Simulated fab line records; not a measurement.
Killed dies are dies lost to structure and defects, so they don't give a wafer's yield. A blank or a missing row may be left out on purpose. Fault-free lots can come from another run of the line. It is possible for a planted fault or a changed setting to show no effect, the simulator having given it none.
fab line records :: flow n5_finfet
record
  lots=3
  wafers=9
  last_day=14
route steps=1938 shown BEOL_M11@1571 BEOL_M12@1602 PASSIVATION@1936
lots that met no fault: from a run of the same line without faults
start_h: hours from the record's first day to the start of the lot's first wafer shown :: wait_h: hours since the lot's step before :: " unchanged from the row above :: L1.1+2: a single row standing in for several wafers :: - no value, or no start given :: * or withheld: withheld :: < > ~ a bound
route shown NAME@n: NAME is a module with steps in the file, n the number in the route of the first one :: usual: mean/standard deviation taken from wafers without a fault :: same: alike in all rows :: chamber/n: place in a boat :: sites: per-site readings :: _std_site: standard deviation of those values :: _edge_site: inner sites' mean taken away from outer sites' mean :: radius_mm: how far each site lies from the wafer's centre :: mask NAME#n: copy n :: behind: the tool/chamber that last shaped the wafer :: hold: why the lot was held/for how many hours/how that ended :: device: the transistor (n, p or np) that didn't switch :: end of line: at the end of the route, the tests of the same wafers :: a step given without rows: its recipe and nothing more :: killed: dies that structure and defects cost at the first sort, which is not the same as the wafer's yield :: map: a wafer's dies, x killed, . not, _ none there
set.NAME: the setting that was run; set.NAME@STEP: the one run at that earlier step :: model.NAME: the simulator's own value behind a step, which no gauge read
lots at selected steps of the route; one table per step, one row per wafer
services: when a tool's chamber went out of use (start_h, in hours from the record's first day, below 0 if earlier), for how many hours, and the reason
## steps
# step N5_BEOL_M11_DESCUM_33
# recipe
  chemistry=O2
  time_s=7.9
  source_power_w=50
  bias_power_w=20
  pressure_mtorr=20
  rf_frequency_hz=2.712e+07
  temp_c=40
  resist=CAR-ArF
  o2_flow_sccm=225
# step N5_BEOL_M11_ETCH_65
# recipe
  chemistry=CF4
  target=SiARC
  target_depth_a=390
  mask_material=CAR-ArF
  time_s=65
  ion_energy_ev=80
  pressure_mtorr=40
  source_w=545
  bias_w=36
  Ar_flow_sccm=100
  cf4_flow_sccm=100
  ends=cleared
# step N5_BEOL_M11_ETCH_66
# recipe
  chemistry=N2/H2
  target=SOC
  target_depth_a=1200
  overetch_a=240
  mask_material=SiARC
  temp_c=40
  time_s=180
  ion_energy_ev=200
  pressure_mtorr=30
  source_w=840
  bias_w=150
  n2_flow_sccm=200
  h2_flow_sccm=200
# step N5_BEOL_M11_STRIP_69
# recipe
  chemistry=N2/H2
  temp_c=40
  n2_flow_sccm=200
  h2_flow_sccm=200
  rf_frequency_hz=6e+07
# step N5_BEOL_M11_VIA_ETCH_34
# recipe
  chemistry=C4F6/O2
  target=SiCOH_lowk
  target_depth_a=1845
  mask_material=SOC
  taper_deg=4
  time_s=69.2
  ion_energy_ev=250
  pressure_mtorr=30
  source_w=345
  bias_w=185
  Ar_flow_sccm=300
  C4F6_flow_sccm=10
  O2_flow_sccm=10
# step N5_BEOL_M11_STRIP_73
# recipe
  chemistry=C4F6/O2
  resist=SiARC
  rf_frequency_hz=6e+07
# step N5_BEOL_M11_STRIP_36
# recipe
  chemistry=N2/H2
  power_w=450
  temp_c=40
  pressure_mtorr=20
  rf_frequency_hz=6e+07
  overash_fraction=0.3
  bias_power_w=7
  h2_frac=0.5
  n2_flow_sccm=200
  h2_flow_sccm=200
# step N5_BEOL_M11_TRENCH_ETCH_37
# recipe
  chemistry=C4F6/O2
  target_depth_a=1488.3
  target=SiCOH_lowk
  time_s=48
  ion_energy_ev=250
  pressure_mtorr=30
  source_w=345
  bias_w=185
  Ar_flow_sccm=300
  C4F6_flow_sccm=10
  O2_flow_sccm=10
# step N5_BEOL_M11_ETCH_41
# recipe
  chemistry=CH3F/O2
  target=SiCN
  target_depth_a=426
  taper_deg=2
  time_s=86
  ion_energy_ev=120
  mask_material=TiN
  pressure_mtorr=30
  source_w=395
  bias_w=75
  Ar_flow_sccm=150
  CH3F_flow_sccm=30
  O2_flow_sccm=20
# step N5_BEOL_M11_STRIP_77
# recipe
  chemistry=N2/H2
  time_s=10
  power_w=450
  temp_c=40
  pressure_mtorr=20
  rf_frequency_hz=6e+07
  bias_power_w=7
  n2_flow_sccm=200
  h2_flow_sccm=200
# usual
  drypump_motor_current_A=6.0/0.37
  oes_product_au=0.76/0.081
  rf_vpp_V=59.1/0.78
  showerhead_plenum_p_Torr=2.56/0.081
  throttle_valve_pct=23.7/0.45
lot.wafer: L874.2
tool: rie_diel-03
chamber: 3
start_h: 237.57
wait_h: -
drypump_motor_current_A: 6.6
oes_product_au: 0.87
rf_hours_counter_h: 49
rf_vpp_V: 58.4
showerhead_plenum_p_Torr: 2.68
throttle_valve_pct: 23.4

lot.wafer: L874.4
tool: rie_diel-03
chamber: 1
start_h: 237.57
wait_h: -
drypump_motor_current_A: 5.7
oes_product_au: 0.73
rf_hours_counter_h: 186
rf_vpp_V: 59.5
showerhead_plenum_p_Torr: 2.51
throttle_valve_pct: 24.0

lot.wafer: L874.6
tool: rie_diel-03
chamber: 2
start_h: 237.57
wait_h: -
drypump_motor_current_A: 6.4
oes_product_au: 0.72
rf_hours_counter_h: -
rf_vpp_V: 59.1
showerhead_plenum_p_Torr: 2.51
throttle_valve_pct: 23.3

lot.wafer: L879.2
tool: rie_diel-02
chamber: 1
start_h: 267.11
wait_h: -
drypump_motor_current_A: 5.7
oes_product_au: 0.70
rf_hours_counter_h: 218
rf_vpp_V: 59.4
showerhead_plenum_p_Torr: 2.40
throttle_valve_pct: 24.0

lot.wafer: L879.4
tool: rie_diel-02
chamber: 2
start_h: 267.11
wait_h: -
drypump_motor_current_A: 6.0
oes_product_au: 0.73
rf_hours_counter_h: 205
rf_vpp_V: 57.9
showerhead_plenum_p_Torr: 2.63
throttle_valve_pct: 24.2

lot.wafer: L879.6
tool: rie_diel-02
chamber: 2
start_h: 267.11
wait_h: -
drypump_motor_current_A: 6.0
oes_product_au: 0.73
rf_hours_counter_h: -
rf_vpp_V: 59.1
showerhead_plenum_p_Torr: 2.63
throttle_valve_pct: 24.2

lot.wafer: L884.1
tool: rie_diel-03
chamber: 0
start_h: 294.10
wait_h: -
drypump_motor_current_A: 6.1
oes_product_au: 0.73
rf_hours_counter_h: 194
rf_vpp_V: 59.7
showerhead_plenum_p_Torr: 2.61
throttle_valve_pct: 23.2

lot.wafer: L884.2
tool: rie_diel-03
chamber: 2
start_h: 294.10
wait_h: -
drypump_motor_current_A: 6.4
oes_product_au: 0.71
rf_hours_counter_h: 198
rf_vpp_V: 58.9
showerhead_plenum_p_Torr: 2.50
throttle_valve_pct: 23.3

lot.wafer: L884.5
tool: rie_diel-03
chamber: 3
start_h: 294.10
wait_h: -
drypump_motor_current_A: 6.6
oes_product_au: 0.84
rf_hours_counter_h: -
rf_vpp_V: 59.5
showerhead_plenum_p_Torr: 2.67
throttle_valve_pct: 23.4
# step N5_BEOL_M11_HM_STRIP_39
# recipe
  chemistry=peroxide_tin_strip
  material=TiN
  target_depth_a=250
  temp_c=50
  time_s=158
# step N5_BEOL_M11_SRD_40
# recipe
  time_s=30
  temp_c=23
  rinse_liquid=diw
  dry=ipa_marangoni
# step N5_BEOL_M11_PRECLEAN_42
# recipe
  chemistry=residue_remover
  time_s=60
  temp_c=40
# step N5_BEOL_M11_SRD_43
# recipe
  time_s=30
  temp_c=23
  rinse_liquid=diw
  dry=ipa_marangoni
# step N5_BEOL_M11_CURE_72
# recipe
  temp_c=370
  time_s=120
  ambient=DMADMS/He
  material=SiCOH_lowk
# step N5_BEOL_M11_DEGAS_44
# recipe
  ambient=vacuum
  temp_c=250
  time_s=60
# step N5_BEOL_M11_PRE_CLEAN_45
# recipe
  gas=H2/He
  time_s=30
  temp_c=250
# step N5_BEOL_M11_ALD_74
# recipe
  material=TaN
  target_thk_a=20
  temp_c=275
  ald_precursor_family=PDMAT
  ald_co_reactant=NH3
  pressure_torr=3
  carrier_flow_sccm=1500
  pulse_time_s=2
  purge_time_s=3
  co_reactant_purge_time_s=2
  co_reactant_pulse_time_s=3
  ald_cycles=40
  precursor_vessel_temp_c=75
  precursor_vessel_pressure_torr=26.25
  precursor_vessel_carrier_sccm=1000
# step N5_BEOL_M11_SURFACE_TREAT_76
# recipe
  gas=Ar
  time_s=*
  ion_energy_ev=*
  ion_current_ma_cm2=0.5
  pressure_mtorr=*
  ar_flow_sccm=30
# step N5_BEOL_M11_CVD_75
# recipe
  material=Co
  target_thk_a=20
  temp_c=withheld
  precursor=CCTBA/H2
  pressure_torr=30
  time_s=138.9
# step N5_BEOL_M11_SPUTTER_48
# recipe
  material=Cu
  target_thk_a=120
  temp_c=-20
  bias_v=60
  power_w=26000
  chamber_pressure_pa=0.13
  time_s=2
# step N5_BEOL_M11_ECD_50
# recipe
  material=Cu
  target_thk_a=3180
# step N5_BEOL_M11_ANNEAL_51
# recipe
  temp_c=225
  time_s=90
  ambient=N2
# step N5_BEOL_M11_CMP_52
# recipe
  stop_on=SiCOH_lowk
  t_overpolish_s=7
  down_force_psi=1
  platen_rpm=50
  clearing_platen_down_force_psi=1.5
  clearing_platen_rpm=50
  post_cmp_clean=cu_alkaline
  target_thk_nm=140
  clearing_platen_pad_velocity_m_s=0.99484
  pad_velocity_m_s=0.99484
# step N5_BEOL_M11_PRE_CLEAN_55
# recipe
  gas=NH3
  time_s=15
  temp_c=withheld
  rf_power_w=300
# step N5_BEOL_M11_DEP_56
# recipe
  material=SiCN
  target_thk_a=300
  temp_c=withheld
  precursor=3MS/NH3
  pressure_torr=3
  rf_w=675
  time_s=10.5
# step N5_BEOL_M12_ILD_DEP_00
# recipe
  material=SiOC
  target_thk_a=6589.2
  temp_c=350
  precursor=DEMS/O2
  pressure_torr=5
  rf_w=500
  time_s=130.7
# step N5_BEOL_M12_COAT_58
# recipe
  resist=BARC
  temp_c=205
  time_s=60
  spin_rpm=1500
  resist_thk_nm=89
# step N5_BEOL_M12_COAT_04
# recipe
  spin_rpm=1625
  resist_thk_nm=400
# step N5_BEOL_M12_EBR_06
# recipe
  solvent=PGMEA
  ebr_width_mm=1.5
# step N5_BEOL_M12_SOFTBAKE_05
# recipe
  temp_c=130
  time_s=60
# step N5_BEOL_M12_EXPOSE_07
# recipe
  mask_id=V11
  na=0.93
  source_shape=conventional
  sigma_outer=0.6
  polarization=unpolarized
  attpsm_phase_deg=180
  dose_mj=32.5
# step N5_BEOL_M12_PEB_08
# recipe
  peb_temp_c=130
  peb_time_s=90
# step N5_PASSIVATION_PROBE_49
# usual
  defect_limited_yield=91.4/1.5
  killed_at_M0_to_M3=36/11
  killed_at_M4_up=14/6
  killed_at_contacts=11/6
  killed_at_front_end=37/11
  killed_at_other=4/3.4
  killed_dies=102/18
  killed_on_rim=13/3.5
  killed_open=66/13
  killed_short=34/7.8
  sort_bin_5_function=5.0/0.97
  sort_bin_6_memory=3.2/0.7
  sort_n_pass=1078/19
  sort_yield_pct=91.3/1.6
# same
  gross_dies=1180
  killed_at_back_side=0
  sort_bin_4_leakage[%]=0
  sort_bin_8_speed[%]=0
lot.wafer: L879.2
tool: prober-02
chamber: -
start_h: 313.25
wait_h: 0.1
defect_limited_yield[%]: 88.8
killed_at_M0_to_M3: 25
killed_at_M4_up: 16
killed_at_contacts: 34
killed_at_front_end: 56
killed_at_other: 1
killed_dies: 132
killed_on_rim: 18
killed_open: 82
killed_short: 49
sort_bin_5_function[%]: 6.4
sort_bin_6_memory[%]: 4.4
sort_n_pass: 1048
sort_yield_pct[%]: 88.8

lot.wafer: L879.4
tool: prober-02
chamber: -
start_h: 313.35
wait_h: 0.2
defect_limited_yield[%]: 88.3
killed_at_M0_to_M3: 41
killed_at_M4_up: 17
killed_at_contacts: 15
killed_at_front_end: 63
killed_at_other: 2
killed_dies: 138
killed_on_rim: 15
killed_open: 90
killed_short: 47
sort_bin_5_function[%]: 6.1
sort_bin_6_memory[%]: 5.1
sort_n_pass: 1042
sort_yield_pct[%]: 88.3

lot.wafer: L879.6
tool: prober-02
chamber: -
start_h: 313.45
wait_h: 0.3
defect_limited_yield[%]: 87.6
killed_at_M0_to_M3: 44
killed_at_M4_up: 26
killed_at_contacts: 17
killed_at_front_end: 55
killed_at_other: 4
killed_dies: 146
killed_on_rim: 15
killed_open: 98
killed_short: 47
sort_bin_5_function[%]: 8.1
sort_bin_6_memory[%]: 3.7
sort_n_pass: 1034
sort_yield_pct[%]: 87.6

lot.wafer: L884.2
tool: prober-02
chamber: -
start_h: 343.34
wait_h: 0.1
defect_limited_yield[%]: 83.8
killed_at_M0_to_M3: 38
killed_at_M4_up: 105
killed_at_contacts: 6
killed_at_front_end: 35
killed_at_other: 7
killed_dies: 191
killed_on_rim: 28
killed_open: 65
killed_short: 28
sort_bin_5_function[%]: 10.6
sort_bin_6_memory[%]: 3.2
sort_n_pass: 989
sort_yield_pct[%]: 83.8
# killed by level:class
L879.2 MOL_CONTACT_COAG:geometric_particle:open=27 FIN_SAQP:geometric_particle:open=15 FIN_SAQP:geometric_particle:short=15 STI_FIN_REVEAL:geometric_particle:open=7 MOL_CONTACT_COAG:geometric_particle:short=7 BEOL_M0_SAQP:geometric_particle:open=7 BEOL_M2:geometric_particle:open=7 BEOL_M0_SAQP:geometric_particle:short=5
L879.4 FIN_SAQP:geometric_particle:open=29 FIN_SAQP:geometric_particle:short=17 BEOL_M0_SAQP:geometric_particle:short=11 MOL_CONTACT_COAG:geometric_particle:open=11 BEOL_M0_SAQP:geometric_particle:open=10 BEOL_M4:geometric_particle:open=9 BEOL_M3:geometric_particle:short=6 BEOL_M3:geometric_particle:open=5
L879.6 FIN_SAQP:geometric_particle:open=26 BEOL_M0_SAQP:geometric_particle:open=15 FIN_SAQP:geometric_particle:short=14 BEOL_M4:geometric_particle:open=13 MOL_CONTACT_COAG:geometric_particle:open=12 BEOL_M0_SAQP:geometric_particle:short=12 BEOL_M3:geometric_particle:short=6 MOL_CONTACT_COAG:geometric_particle:short=5
L884.2 BEOL_M11:unspecified=95 FIN_SAQP:geometric_particle:open=15 BEOL_M0_SAQP:geometric_particle:short=9 BEOL_M2:geometric_particle:open=9 FIN_SAQP:geometric_particle:short=6 BEOL_M3:geometric_particle:open=6 MOL_CONTACT_COAG:geometric_particle:open=5 BEOL_M0_SAQP:geometric_particle:open=5
# map L884.2 (x killed, . not)
_________________..x.....x...________________
______________.................._____________
___________.........x..............__________
__________.x........................_________
________......x..................xx.xx_______
_______..........x....x...x......xxxxxx______
______x.......x.................xxxxxxxx_____
_____....x..........x.x........x..xxxxxxx____
____............x..x.....x......xxxxxxxxxx___
___.......................x......xxxxxxxxxx__
___.x......x.........x..........xxxxxxxxxxx__
__....x..xx..x.................xx.xxxxxxxxxx_
__.................x.............xxxxxxxxxxx_
_..............x.x....x...x.....xx.xxxxxxxxxx
_.........x..x...x...........x.x.....xxxx.x.x
_..........x........................x......x.
_....................................x.......
_...........x.......x............x.....x.xx.x
_............x........x......................
_...x..............................x.........
_........x.x.x.............x.x.......x.......
__...x...x..xx..........................x..._
__.....xx...x..........x.........x.........._
___..xx....x.x.x....x......................__
___....................xx..................__
____...........x....x....................x___
_____.........x.x....x...................____
______......x...................x..x...._____
_______.......x...x...x................______
________..............x..............._______
__________......x..................._________
___________x..................x....__________
______________...........xx.xx.._____________
_________________............________________
# map L874.6 (x killed, . not)
_________________..x...x..x..________________
______________.................._____________
___________........x...............__________
__________.x...............x........_________
________......xx..x....xx...x........._______
_______.x..................x...........______
______...............x.x................_____
_____.............xx........x............____
____....x.....x..........x............x..x___
___..x.........x............x...x..........__
___......x..x.x...x............x....x......__
__x...x.........................xx.........._
__.....x...x........x...x....x..x....x.x.x.._
_x...........................................
_........x..........x................x.......
_...xx........................x.........x....
_x...............x..............x............
_.......x..............x..................x..
_...x.....x.....x..x.........................
_.x......x...................................
_....................x.......x.......x.......
__..x..x.....x..........x.....x.......x....._
__...x...x....x.x..x..................x....._
___............................x..x....x...__
___..x......x..............................__
____......x..................x............___
_____...........x..x..........x.x......x.____
______.............x...................._____
_______.....x.............x..x.x.....x.______
________.x..x...x.........x...x......._______
__________......x.x...............xx_________
___________........................__________
______________.....x....x......._____________
_________________....xx......________________
## services
tool: rie_diel-03
chamber: 0
start_h: 216.61
hours: 2.9
kind: repair

tool: rie_diel-03
chamber: -
start_h: 283.25
hours: 0.1
kind: repair
## key
first_sign
  step=N5_PASSIVATION_PROBE_49
  reading=killed_at_M4_up
  direction=up
  sigmas=15
  usual=14
  struck=105
effect
  step=N5_PASSIVATION_PROBE_49
  reading=defect_limited_yield
  direction=down
  sigmas=5
  usual=91.4
  struck=83.8
more_kills_born_at
  N5_BEOL_M11_STRIP_77@rie_diel-03=95
met_at N5_BEOL_M11_STRIP_77
struck_wafers L884.2
onset_between 237.57 294.10
fault
  kind=chamber_particle_source
  tool=rie_diel-03
  chamber=2
  onset_h=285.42
  steps=N5_BEOL_M11_STRIP_77
  rate_per_visit_cm2=1.7465
